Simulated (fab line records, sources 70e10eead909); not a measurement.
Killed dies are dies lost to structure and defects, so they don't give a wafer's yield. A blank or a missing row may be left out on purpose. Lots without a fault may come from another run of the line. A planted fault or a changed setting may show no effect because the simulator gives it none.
Which tool did it? | flow nand_harc | 12 lots, 36 wafers sampled, at 5 steps of a route of 1302

WHAT THE GAUGES READ, wafer by wafer
NHARC_END_SORT_01. Usual: killed_at_array 62, standard deviation 16; killed_at_other 0.8, standard deviation 1.1; killed_at_periphery 4, standard deviation 3.2; killed_dies 67, standard deviation 16; killed_open 3.5, standard deviation 1.9; killed_short 2.1, standard deviation 1.5.
lot  | measured     | on        | killed_at_array | killed_at_other | killed_at_periphery | killed_dies | killed_open | killed_short | flag
L959 | day 29 01:47 | prober-01 | 63 65           | 0 1             | 3 3                 | 66 69       | 1 3         | 3 2          |
L966 | day 31 12:14 | prober-01 | 670 672 672     | 0 0 0           | 7 5 5               | 677 677 677 | 6 0 3       | 2 0 4        | OFF
L967 | day 30 21:46 | prober-02 | 674 674 674     | 1 0 0           | 2 3 3               | 677 677 677 | 5 3 6       | 1 3 2        | OFF
L968 | day 32 13:49 | prober-01 | 676 675 676     | 0 0 0           | 1 2 1               | 677 677 677 | 5 3 4       | 2 3 2        | OFF

WHICH TOOL RAN EACH LOT (tool, then ch and the chambers of the sampled wafers, then the start)
lot  | NHARC_A_STAIRCASE_ETCH_452                    | NHARC_A_STAIRCASE_DEP_301       | NHARC_A_STAIRCASE_ALD_420        | NHARC_A_STAIRCASE_DEP_325
L950 | rie_diel-02 ch 1,2,3, day 16 20:31 or earlier | pecvd-01 ch 0,1,2, day 16 20:31 | ald_hk-01 ch 0,1,2, day 17 07:45 | pecvd-04 ch 0,2, day 18 15:01
L951 | rie_diel-11 ch 0,1,2, day 17 21:47 or earlier | pecvd-02 ch 0,1,2, day 17 21:47 | ald_hk-01 ch 1,2,3, day 18 06:40 | pecvd-01 ch 0,2, day 19 05:59
L957 | rie_diel-04 ch 0,3, day 19 15:32 or earlier   | pecvd-04 ch 0,1, day 19 15:32   | ald_hk-03 ch 1,2,3, day 20 05:54 | pecvd-02 ch 1,2, day 21 04:17
L958 | rie_diel-11 ch 0,1, day 20 04:00 or earlier   | pecvd-01 ch 0,1, day 20 04:00   | ald_hk-03 ch 2,3, day 20 11:53   | pecvd-04 ch 0,2, day 21 16:28
L960 | rie_diel-04 ch 1,2,3, day 21 00:08 or earlier | pecvd-02 ch 0,1, day 21 00:08   | ald_hk-01 ch 0,2, day 21 08:06   | pecvd-04 ch 0,2, day 22 12:56
L959 | rie_diel-11 ch 0,3, day 21 03:40 or earlier   | pecvd-04 ch 0,1,2, day 21 03:40 | ald_hk-01 ch 0,1,2, day 21 11:17 | pecvd-02 ch 0,2, day 22 12:50
L961 | rie_diel-02 ch 0,1, day 21 15:22 or earlier   | pecvd-02 ch 0,1,2, day 21 15:22 | ald_hk-03 ch 0,1,2, day 22 00:11 | pecvd-04 ch 0,2, day 23 01:04
L965 | rie_diel-02 ch 0,1,3, day 23 00:07 or earlier | pecvd-04 ch 0,2, day 23 00:07   | ald_hk-03 ch 0,1,3, day 23 08:17 | pecvd-04 ch 0,1,2, day 24 08:22
L966 | rie_diel-11 ch 0,2,3, day 23 15:15 or earlier | pecvd-04 ch 1,2, day 23 15:15   | ald_hk-03 ch 0,2, day 23 23:11   | pecvd-04 ch 0,2, day 25 00:29
L967 | rie_diel-11 ch 0,1,2, day 23 19:28 or earlier | pecvd-02 ch 0,2, day 23 19:28   | ald_hk-01 ch 0,1,2, day 24 03:44 | pecvd-01 ch 0,1, day 25 00:29
L969 | rie_diel-02 ch 0,1,2, day 24 19:02 or earlier | pecvd-01 ch 0,1, day 24 19:02   | ald_hk-01 ch 0,2, day 25 03:50   | pecvd-01 ch 0,1,2, day 26 09:07
L968 | rie_diel-04 ch 0,1,2, day 24 19:55 or earlier | pecvd-02 ch 1,2, day 24 19:55   | ald_hk-02 ch 1,2,3, day 25 04:08 | pecvd-02 ch 0,2, day 26 09:19
- NHARC_A_STAIRCASE_ETCH_452: etches the open film in CF4/O2, target depth 30 nm, overetch 3 nm, time 16.5 s.
- NHARC_A_STAIRCASE_DEP_301: deposits SiON, target thk 30 nm.
- NHARC_A_STAIRCASE_ALD_420: deposits SiO2, target thk 20 nm, pulse time 6 s, ald cycles 200.
- NHARC_A_STAIRCASE_DEP_325: deposits SiO2, target thk 7200 nm.

WHAT THE TOOLS THEMSELVES READ (means of the sampled wafers that have a number; where no wafer has one, the mark that the record gives instead)
NHARC_A_STAIRCASE_ETCH_452. Usual: drypump_motor_current_A 5.61 A, standard deviation 0.29; mfc_ar_sccm 0.014 sccm, standard deviation 0.014; oes_product_au 1.002 a.u., standard deviation 0.007; rf_fwd_power_W 294.8 W, standard deviation 1.8; rf_vpp_V 197.8 V, standard deviation 1.5; showerhead_plenum_p_Torr 1.34 Torr, standard deviation 0.063; throttle_valve_pct 13.397 %, standard deviation 0.0095.
lot  | tool        | drypump_motor_current_A (A) | mfc_ar_sccm (sccm) | oes_product_au (a.u.) | rf_fwd_power_W (W) | rf_vpp_V (V) | showerhead_plenum_p_Torr (Torr) | throttle_valve_pct (%) | flag
L950 | rie_diel-02 | 5.67                        | 0.032              | 1.007                 | 294.6              | 197.8        | 1.36                            | 13.393                 |
L951 | rie_diel-11 | 5.63                        | 0.010              | 1.008                 | 294.1              | 196.3        | 1.26                            | 13.404                 |
L957 | rie_diel-04 | 5.16                        | 0.002              | 1.008                 | 293.2              | 197.3        | 1.33                            | 13.406                 |
L958 | rie_diel-11 | 5.61                        | 0.000              | 1.000                 | 294.7              | 196.1        | 1.28                            | 13.401                 |
L960 | rie_diel-04 | 5.54                        | 0.005              | 0.996                 | 294.7              | 198.0        | 1.35                            | 13.398                 |
L959 | rie_diel-11 | 5.58                        | 0.017              | 1.008                 | 295.0              | 197.6        | 1.33                            | 13.388                 |
L961 | rie_diel-02 | 5.70                        | 0.021              | 0.992                 | 292.5              | 198.4        | 1.36                            | 13.393                 |
L965 | rie_diel-02 | 5.54                        | 0.023              | 1.007                 | 294.7              | 197.1        | 1.34                            | 13.400                 |
L966 | rie_diel-11 | 5.61                        | 0.019              | 1.003                 | 296.3              | 198.3        | 1.35                            | 13.385                 |
L967 | rie_diel-11 | 5.62                        | 0.010              | 1.006                 | 295.2              | 196.4        | 1.32                            | 13.395                 |
L969 | rie_diel-02 | 5.79                        | 0.019              | 1.001                 | 295.1              | 196.6        | 1.31                            | 13.400                 |
L968 | rie_diel-04 | 5.75                        | 0.004              | 0.995                 | 294.7              | 197.6        | 1.36                            | 13.394                 |

NHARC_A_STAIRCASE_DEP_301. Usual: heater_power_w 747 W, standard deviation 82; rf_fwd_power_W 348.8 W, standard deviation 1.1.
lot  | tool     | heater_power_w (W) | rf_fwd_power_W (W) | flag
L950 | pecvd-01 | 767                | 349.4              |
L951 | pecvd-02 | 756                | 349.4              |
L957 | pecvd-04 | 805                | 347.1              |
L958 | pecvd-01 | 719                | 349.1              |
L960 | pecvd-02 | 703                | 349.3              |
L959 | pecvd-04 | 774                | 348.8              |
L961 | pecvd-02 | 703                | 348.0              |
L965 | pecvd-04 | 666                | 347.6              |
L966 | pecvd-04 | 760                | 348.9              |
L967 | pecvd-02 | 691                | 348.0              |
L969 | pecvd-01 | 804                | 349.0              |
L968 | pecvd-02 | 787                | 349.6              |

NHARC_A_STAIRCASE_ALD_420. Usual: heater_power_outer_w 272 W, standard deviation 38; heater_power_w 473 W, standard deviation 54; precursor_pulse_height_rel 1.001, standard deviation 0.02.
lot  | tool      | heater_power_outer_w (W) | heater_power_w (W) | precursor_pulse_height_rel | flag
L950 | ald_hk-01 | 279                      | 466                | 0.976                      |
L951 | ald_hk-01 | 238                      | 423                | 0.992                      |
L957 | ald_hk-03 | 272                      | 469                | 0.996                      |
L958 | ald_hk-03 | 305                      | 521                | 0.998                      |
L960 | ald_hk-01 | 284                      | 476                | 1.007                      |
L959 | ald_hk-01 | 271                      | 455                | 0.994                      |
L961 | ald_hk-03 | 260                      | 474                | 1.011                      |
L965 | ald_hk-03 | 285                      | 498                | 0.990                      |
L966 | ald_hk-03 | -                        | -                  | -                          | OFF
L967 | ald_hk-01 | -                        | -                  | -                          | OFF
L969 | ald_hk-01 | 285                      | 483                | 0.998                      |
L968 | ald_hk-02 | -                        | -                  | -                          | OFF

NHARC_A_STAIRCASE_DEP_325. Usual: heater_power_w 650 W, standard deviation 82; rf_fwd_power_W 499.6 W, standard deviation 1.5.
lot  | tool     | heater_power_w (W) | rf_fwd_power_W (W) | flag
L950 | pecvd-04 | 641                | 498.0              |
L951 | pecvd-01 | 686                | 499.0              |
L957 | pecvd-02 | 639                | 499.1              |
L958 | pecvd-04 | 649                | 500.7              |
L960 | pecvd-04 | 587                | 500.2              |
L959 | pecvd-02 | 565                | 500.9              |
L961 | pecvd-04 | 602                | 498.3              |
L965 | pecvd-04 | 650                | 500.0              |
L966 | pecvd-04 | 624                | 499.5              |
L967 | pecvd-01 | 703                | 501.9              |
L969 | pecvd-01 | 694                | 499.2              |
L968 | pecvd-02 | 636                | 499.9              |

THE ANSWER, worked out from the rows above alone
Rule: a lot is off if the mean of its wafers that have a number lies more than 3 standard deviations from the usual mean. A lot without any number at a reading at which 4 lots or more have one is off too. The other lots that the step has rows for count as sound. The gauges are gone through in route order, then the tools' own readings, and for those a lot's mean is taken as printed above. The first step at which some lot is off is used, and at that step the reading that is off furthest; a lot without a number counts as furthest.
Off: L966, L967, L968, at NHARC_END_SORT_01 (killed_at_array). Neither off nor sound, because the step has no rows for them: L950, L951, L957, L958, L960, L961, L965, L969.
A tool fits if, at a process step before that reading, it ran every lot that is off, and no sound lot after the first of them. The gauges at NHARC_END_SORT_01 aren't tried: what is off there is off at NHARC_A_STAIRCASE_ALD_420 too, on other tools, and a gauge's error can't cause that. NHARC_A_STAIRCASE_ETCH_452 gives no start for some lots, so the hours and the order of its lots are those of NHARC_A_STAIRCASE_DEP_301. None of those tried fits.

WHAT THE SIMULATOR HAD PUT IN
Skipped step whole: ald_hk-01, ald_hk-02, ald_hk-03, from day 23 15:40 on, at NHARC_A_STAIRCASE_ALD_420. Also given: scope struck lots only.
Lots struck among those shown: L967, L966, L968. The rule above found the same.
